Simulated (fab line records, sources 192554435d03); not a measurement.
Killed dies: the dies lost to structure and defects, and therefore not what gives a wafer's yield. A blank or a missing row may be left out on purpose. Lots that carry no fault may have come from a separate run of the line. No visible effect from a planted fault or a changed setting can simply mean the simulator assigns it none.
Problem report, 8D (eight disciplines) form, completed by code :: flow n5-finfet :: the parts of the form that need people (team, actions taken, sign-off) are left out

1. PROBLEM STATEMENT
Wafers without a fault read 0.80 a.u., standard deviation 0.07; oes-product-au at N5_BEOL_M9_VIA_ETCH_34 reads a mean of 1.17 a.u. on 5 wafers belonging to 3 lots. That is +5.2 standard deviations from the usual mean.
The step: etches SiCOH lowk in C4F6/O2, target depth 182.4 nm, time 68.4 s.
First seen on wafer L824.5, day 12 10:26, on rie-diel-05. The record holds 29 wafers of 10 lots with a number at this step. Rule for "out", or "out of limits": more than 4 standard deviations from the usual mean. Any other wafer with a number is counted as sound.

2. WHAT IT IS; WHAT IT IS NOT
question: which readings at this step
is: oes-product-au
is not: drypump-motor-current-A, rf-vpp-V, showerhead-plenum-p-Torr, throttle-valve-pct

question: which lots
is: L824, L827, L828
is not: L815, L816, L818, L820, L836, L837, L838

question: which wafers of those lots
is: L824.5, L827.4, L827.5, L828.4, L828.5
is not: L824.2, L824.6, L827.3

question: read on which tools
is: rie-diel-05
is not: rie-diel-03, rie-diel-04

question: when
is: from day 12 10:26
is not: up to then (14 sound wafers); but 10 sound wafers of L827, L836, L837, L838 came after

3. SUSPECTS, AND WHAT RULES EACH OUT
Counting: a tool at a process step up to the reading stays a suspect if it ran every lot that is out. Sound lots after the first of them don't rule it out here, since some wafers of a struck lot are sound.
- rie-diel-05 at N5_BEOL_M9_ETCH_76 (etches underlayer in N2/H2, target depth 6.5 nm, time 5.2 s): kept. It processed each lot that is out (first: L824, day 12 10:17); up to then, its last sound lot is L818 (day 10 17:23).
- rie-diel-05 at N5_BEOL_M9_VIA_ETCH_34 (etches SiCOH lowk in C4F6/O2, target depth 182.4 nm, time 68.4 s): kept. It processed each lot that is out (first: L824, day 12 10:26); up to then, its last sound lot is L818 (day 10 17:32). Out on those wafers are its own readings of oes-product-au.
After counting, rie-diel-05 at N5_BEOL_M9_ETCH_76 and rie-diel-05 at N5_BEOL_M9_VIA_ETCH_34 remain.

4. THE CAUSE (what the simulator had put in)
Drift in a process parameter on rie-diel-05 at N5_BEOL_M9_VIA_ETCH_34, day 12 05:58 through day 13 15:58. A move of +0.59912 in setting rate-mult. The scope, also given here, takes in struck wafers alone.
Counting left 2 suspects, and this tool is among them.

5. SEQUENCE OF EFFECTS, ordered by route
Each row: a reading whose mean over the struck wafers that have a number lies more than 3 standard deviations from the usual. Readings are gone through only where the record gives a usual standard deviation; hours: the median, over the lots, of the time from a lot's start at the first step in this table giving one to that lot's start at this step; sigmas: the change measured in usual standard deviations.
hours: 0
step: N5_BEOL_M9_VIA_ETCH_34
reading: oes-product-au
usual: 0.80 a.u.
on struck wafers: 1.17
change: +0.37
sigmas: +5.2
The process steps in it:
- N5_BEOL_M9_VIA_ETCH_34: etches SiCOH lowk in C4F6/O2, target depth 182.4 nm, time 68.4 s.

6. WHAT WOULD HAVE CAUGHT IT SOONER
The fault began at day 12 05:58; the first out-of-limits reading in this record came at day 12 10:26, 4 hours later.
